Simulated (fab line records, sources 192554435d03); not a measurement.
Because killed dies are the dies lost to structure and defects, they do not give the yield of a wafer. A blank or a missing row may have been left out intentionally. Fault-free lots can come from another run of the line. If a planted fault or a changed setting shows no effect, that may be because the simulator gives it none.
Struck lot and sound lot, side by side / flow n5_finfet / 41 steps out of a route of 1938
Sound: these wafers, L282.1, L282.3, L282.6. Wafers struck: L274.1, L274.3, L274.5. Last of all comes the cause.
Order at every step that has rows: each side's tool, ch and its chambers, its first start. Under that, the readings that differ: sound wafers / struck wafers / difference of the means / sigmas: that difference in standard deviations of wafers without a fault.
alike: a reading whose means differ by less than 2 such deviations, as well as words and numbers matching on both sides. not compared: withheld readings; readings where some wafer has no value; bounds like >300 that might hide an equal value; numbers whose values overlap and for which the record gives no deviation.
A row with sigmas, a row that says differs or no value, or rows on one side alone: a step with any of these is where the two part. When numbers do not overlap yet have no deviation, they are printed without sigmas and do not part them. Lack of a reading on every wafer of one side parts them only where that side has two or more wafers.

first, 11 steps without rows for these wafers: N5_MOL_CONTACT_COAG_DESCUM_13 (chemistry O2, time 7 s); N5_MOL_CONTACT_COAG_ETCH_59 (etches underlayer in N2/H2, target depth 13 nm, time 10.4 s); N5_MOL_CONTACT_COAG_ETCH_105 (etches SiARC in CF4, target depth 15.6 nm, time 26 s); N5_MOL_CONTACT_COAG_ETCH_106 (etches SOC in N2/H2, target depth 80 nm, overetch 16 nm, time 120 s); N5_MOL_CONTACT_COAG_STRIP_107 (strips in N2/H2); N5_MOL_CONTACT_COAG_STRIP_108 (strips in N2/H2); N5_MOL_CONTACT_COAG_CONTACT_ETCH_14 (etches SiO2 in C4F6/O2, target depth 27.5 nm, overetch 8.5 nm, time 20 s); N5_MOL_CONTACT_COAG_STRIP_109 (strips in C4F6/O2); N5_MOL_CONTACT_COAG_ETCH_15 (etches SiNx in CH3F/O2, stops on Si:P, target depth 7 nm); N5_MOL_CONTACT_COAG_ETCH_110 (etches Si in CF4/O2, target depth 2.5 nm, time 8 s); N5_MOL_CONTACT_COAG_STRIP_98 (strips in N2/H2).
N5_MOL_CONTACT_COAG_CD_MEAS_99 targets a cd of 17.2 nm.
  sound: cd_sem-01 at day 9 22:46; struck: cd_sem-03 at day 7 22:38
  alike: cd_nm
N5_MOL_CONTACT_COAG_IMPLANT_129:
  sound on implanter-01 ch 0, day 9 22:48; struck on implanter-02, day 7 22:40
  no value came back on the struck wafers for beam_energy_keV, beam_on_s (s), faraday_current_uA; on the sound wafers beam_energy_keV reads 3.0001 3.0009 3.0005
then, 1 step without rows for these wafers: N5_MOL_CONTACT_COAG_PRECLEAN_111 (cleans in NF3:NH3, afs cycles 1, time 20 s, sublimation time 60 s).
N5_MOL_CONTACT_COAG_TI_SIL_19: material Ti, target thk 4.2 nm, time 15 s.
  sound: pvd_sputter-03 at day 10 01:19; struck: pvd_sputter-03 at day 8 00:06
  alike: throttle_valve_pct
then, 3 steps without rows for these wafers: N5_MOL_CONTACT_COAG_ALD_20 (deposits TiN, target thk 1.5 nm, pulse time 1 s, purge time 3 s); N5_MOL_CONTACT_COAG_SIL_ANNEAL_21 (time 60 s); N5_MOL_CONTACT_COAG_PRE_CLEAN_141 (time 60 s).
N5_MOL_CONTACT_COAG_SPUTTER_143: material Co, target thk 2.5 nm.
  sound: pvd_sputter-02 at day 10 02:06; struck: pvd_sputter-03 at day 8 01:25
  alike: throttle_valve_pct
then, 2 steps without rows for these wafers: N5_MOL_CONTACT_COAG_CO_FILL_22 (material Co, precursor CCTBA/H2, target thk 20 nm); N5_MOL_CONTACT_COAG_ANNEAL_113 (time 300 s).
N5_MOL_CONTACT_COAG_PRE_CLEAN_142: time 60 s.
  sound: pvd_sputter-02 at day 10 05:50; struck: pvd_sputter-03 at day 8 04:25
  alike: heater_power_w
then, 3 steps without rows for these wafers: N5_MOL_CONTACT_COAG_SPUTTER_130 (material Co, target thk 47.5 nm); N5_MOL_CONTACT_COAG_PRECLEAN_125 (cleans in DIW, time 57.5 s); N5_MOL_CONTACT_COAG_SRD_126 (dry time 32 s).
N5_MOL_CONTACT_COAG_CMP_23: polishes, stops on SiO2, t overpolish 1.5 s, target thk 0 nm.
  sound on cmp-02 ch 1,3, day 10 06:11; struck on cmp-01 ch 0,2,3, day 8 04:44
  alike: edge_zone_pressure_frac, head_pressure_psi, motor_current_A, overpolish_run_s, time_to_endpoint_s
then, 3 steps without rows for these wafers: N5_MOL_CONTACT_COAG_WET_ETCH_26 (target Co, target depth 13 nm); N5_MOL_CONTACT_COAG_WET_ETCH_116 (etches the open film in SC1-inhibited, target depth 4.6 nm, rinse time 30 s); N5_MOL_CONTACT_COAG_ALD_27 (deposits SiOC, target thk 17 nm, pulse time 1.5 s, time 2720 s).
N5_MOL_CONTACT_COAG_CMP_28: polishes, stops on SiNx, t overpolish 0.85 s, target thk 14.522 nm.
  sound on cmp-01 ch 0,2, day 10 08:39; struck on cmp-01 ch 2,3, day 8 07:05
reading=edge_zone_pressure_frac; sound=1.003 1.000 1.007; struck=0.992 0.993 0.989; difference=-0.012; sigmas=-2
  alike: head_pressure_psi, motor_current_A, time_to_endpoint_s
N5_MOL_CONTACT_COAG_THK_MEAS_29:
  sound: film_metro-01 at day 10 08:55; struck: film_metro-01 at day 8 07:21
  alike: MD_CAP_THK
then, 9 steps without rows for these wafers: N5_MOL_CONTACT_COAG_ALD_123 (deposits SiNx, target thk 5 nm, pulse time 1 s, purge time 2 s); N5_MOL_CONTACT_COAG_PECVD_31 (deposits SiO2 from TEOS/O2, target thk 46 nm, time 8.9 s); N5_MOL_CONTACT_COAG_COAT_75 (time 60 s, resist thk 60 nm); N5_MOL_CONTACT_COAG_COAT_76 (time 60 s, resist thk 10 nm); N5_MOL_CONTACT_COAG_COAT_77 (time 60 s, resist thk 10 nm); N5_MOL_CONTACT_COAG_COAT_78 (resist thk 40 nm); N5_MOL_CONTACT_COAG_EBR_80; N5_MOL_CONTACT_COAG_SOFTBAKE_79 (time 60 s); N5_MOL_CONTACT_COAG_EXPOSE_81 (exposes mask VG, defocus 0 nm).
-- here the record skips 3 days between the struck wafers' starts before and after, leaving off in module MOL_CONTACT_COAG and picking up in module BEOL_M4 (first step shown: number 1111 of the route) --
N5_BEOL_M4_RC_MEAS_101:
  sound on prober-02 ch 0, day 13 03:35; struck on prober-01 ch 0, day 11 10:19
reading=RC_DENSE_N (ohm.um); sound=18.9 19.1 19.4; struck=40.5 40.7 40.4; difference=+21.4; sigmas=+42
reading=RC_DENSE_P (ohm.um); sound=23.5 23.8 24.0; struck=50.6 49.9 49.9; difference=+26.4; sigmas=+41
reading=RC_N (ohm.um); sound=15.4 15.6 15.7; struck=33.0 33.2 32.6; difference=+17.4; sigmas=+42
reading=RC_P (ohm.um); sound=19.4 19.4 19.5; struck=41.1 40.6 41.0; difference=+21.5; sigmas=+42
reading=REXT_N (ohm.um); sound=75.6 75.4 75.3; struck=90.6 91.1 91.1; difference=+15.5; sigmas=+10
reading=REXT_P (ohm.um); sound=96.2 95.7 97.8; struck=121.0 118.9 119.5; difference=+23.2; sigmas=+10
  alike: DIBL_N, DIBL_P, IOFF_N, IOFF_P, ION_N, ION_P, SS_N, SS_P, VT_N, VT_P

WHERE THEY PART
Last at N5_BEOL_M4_RC_MEAS_101 as far as this record goes, first at N5_MOL_CONTACT_COAG_IMPLANT_129.

WHY: what had been put in by the simulator
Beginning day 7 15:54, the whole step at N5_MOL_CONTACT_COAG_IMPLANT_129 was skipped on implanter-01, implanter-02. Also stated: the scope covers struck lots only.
